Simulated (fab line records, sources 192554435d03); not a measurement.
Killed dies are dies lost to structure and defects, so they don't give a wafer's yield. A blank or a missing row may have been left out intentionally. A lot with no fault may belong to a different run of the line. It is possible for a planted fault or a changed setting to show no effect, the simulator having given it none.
Which tool did it?    flow n5 finfet    30 wafers from 10 lots sampled at 4 of the route's 1938 steps

== WHAT THE GAUGES SHOWED, per wafer ==
N5_SD_EPI_P_INSPECT_26: inspects for defects (darkfield). Usual: raw defect count at 175, with a standard deviation of 35.
lot   measured     on                 raw defect count  flag
L640  day 3 09:00  defect inspect-01  178 197 158       
L641  day 3 18:20  defect inspect-01  219 160 154       
L642  day 4 07:21  defect inspect-01  144 192 169       
L643  day 4 15:14  defect inspect-01  156 158 146       
L644  day 4 16:14  defect inspect-02  130 133 124       
L647  day 5 06:25  defect inspect-01  169 119 201       
L654  day 7 04:07  defect inspect-01  143 207 215       
L655  day 7 08:14  defect inspect-01  253 164 215       
L657  day 7 22:56  defect inspect-01  185 147 161       
L660  day 8 07:59  defect inspect-02  172 150 243       

N5_SDB_CD_MEAS_11: the cd target is 50 nm. Usual: cd nm at 50.4 nm, with a standard deviation of 1.2.
lot   measured     on         cd nm (nm)      flag
L640  day 3 17:00  cd sem-03  49.9 49.6 47.9  
L641  day 4 01:59  cd sem-03  51.2 52.1 52.9  
L642  day 4 15:11  cd sem-01  50.2 48.1 48.7  
L643  day 4 22:47  cd sem-01  51.5 50.3 51.3  
L644  day 5 00:08  cd sem-03  51.5 51.0 50.7  
L647  day 5 14:01  cd sem-01  54.3 51.4 51.0  
L654  day 7 12:56  cd sem-01  49.0 49.6 52.0  
L655  day 7 15:44  cd sem-03  49.3 49.9 49.6  
L657  day 8 06:35  cd sem-01  51.3 50.1 51.1  
L660  day 8 15:56  cd sem-02  50.8 50.8 49.5  

== TOOL THAT RAN EACH LOT (tool first, then ch and the chambers of the sampled wafers, then the start) ==
lot   N5_SD_ACTIVATION_LSA_01            N5_SDB_COAT_04
L640  laser anneal-02 ch 0, day 3 09:17  litho track-01 ch 0, day 3 16:38
L641  laser anneal-01 ch 0, day 3 18:44  litho track-05 ch 0, day 4 01:37
L642  laser anneal-02 ch 0, day 4 07:46  litho track-01 ch 0, day 4 14:57
L643  laser anneal-01 ch 0, day 4 15:32  litho track-04 ch 0, day 4 22:32
L644  laser anneal-01 ch 0, day 4 16:29  litho track-05 ch 0, day 4 23:53
L647  laser anneal-02 ch 0, day 5 06:40  litho track-04 ch 0, day 5 13:46
L654  laser anneal-01 ch 0, day 7 04:21  litho track-01 ch 0, day 7 12:35
L655  laser anneal-02 ch 0, day 7 08:28  litho track-01 ch 0, day 7 15:22
L657  laser anneal-02 ch 0, day 7 23:11  litho track-04 ch 0, day 8 06:14
L660  laser anneal-01 ch 0, day 8 08:20  litho track-04 ch 0, day 8 15:34
- N5_SD_ACTIVATION_LSA_01: time 0.0008 s.
- N5_SDB_COAT_04: time 60 s, resist thk 18 nm.

== AS READ BY THE TOOLS THEMSELVES (means over the sampled wafers that have a number; for cases with no such wafer, the mark the record gives instead) ==
N5_SD_ACTIVATION_LSA_01. Usual: wafer_temp_C_max at 1085.1, with a standard deviation of 1.9.
lot   tool             wafer_temp_C_max  flag
L640  laser anneal-02  1087.3            
L641  laser anneal-01  1084.0            
L642  laser anneal-02  1085.5            
L643  laser anneal-01  1083.7            
L644  laser anneal-01  1083.7            
L647  laser anneal-02  1086.1            
L654  laser anneal-01  1082.7            
L655  laser anneal-02  1086.8            
L657  laser anneal-02  1086.9            
L660  laser anneal-01  1084.3            

N5_SDB_COAT_04. Usual: heater power total W 427.3 W, standard deviation 2.2; spin speed rpm 1500.0 rpm, standard deviation 1.1.
lot   tool            heater power total W (W)  spin speed rpm (rpm)  flag
L640  litho track-01  425.2                     1500.6                
L641  litho track-05  426.1                     1500.0                
L642  litho track-01  427.0                     1499.4                
L643  litho track-04  428.0                     1500.3                
L644  litho track-05  426.8                     1499.2                
L647  litho track-04  427.0                     1501.3                
L654  litho track-01  429.4                     1462.6                OFF
L655  litho track-01  426.0                     1461.9                OFF
L657  litho track-04  429.7                     1499.2                
L660  litho track-04  428.1                     1499.2                

== THE ANSWER, worked out from the rows above alone ==
Rule: lot off if the mean of its wafers having a number is beyond 3 standard deviations from the usual mean. Also off: a lot with no number at a reading for which 4 or more lots have one. Any other lot the step has rows for is counted as sound. First the gauges in route order, then the tools' own readings, where a lot's mean is used as printed above. The first step at which some lot is off is used, and at that step the reading that is off furthest; a lot without a number counts as furthest.
Off, at N5_SDB_COAT_04 on spin speed rpm: L654, L655.
A tool fits if, at that step or a process step before it, it ran every lot that is off, and no sound lot after the first of them. One fits: litho track-01 at N5_SDB_COAT_04. A fault onset in the window from L642 (day 4 14:57, its last sound lot) to L654 (day 7 12:35, its first lot off) fits.
The tool's own readings at N5_SDB_COAT_04 bear it out: on the lots that are off they differ by more than 5 times the standard deviation of the sound lots' means. spin speed rpm reads 1462.2 rpm there against 1499.9 rpm on the sound lots.

== WHAT THE SIMULATOR HAD INSERTED ==
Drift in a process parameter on litho track-01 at N5_SDB_COAT_04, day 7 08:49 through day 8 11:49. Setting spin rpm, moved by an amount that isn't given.
Struck lots among those shown: L654, L655. Same finding as the rule above.
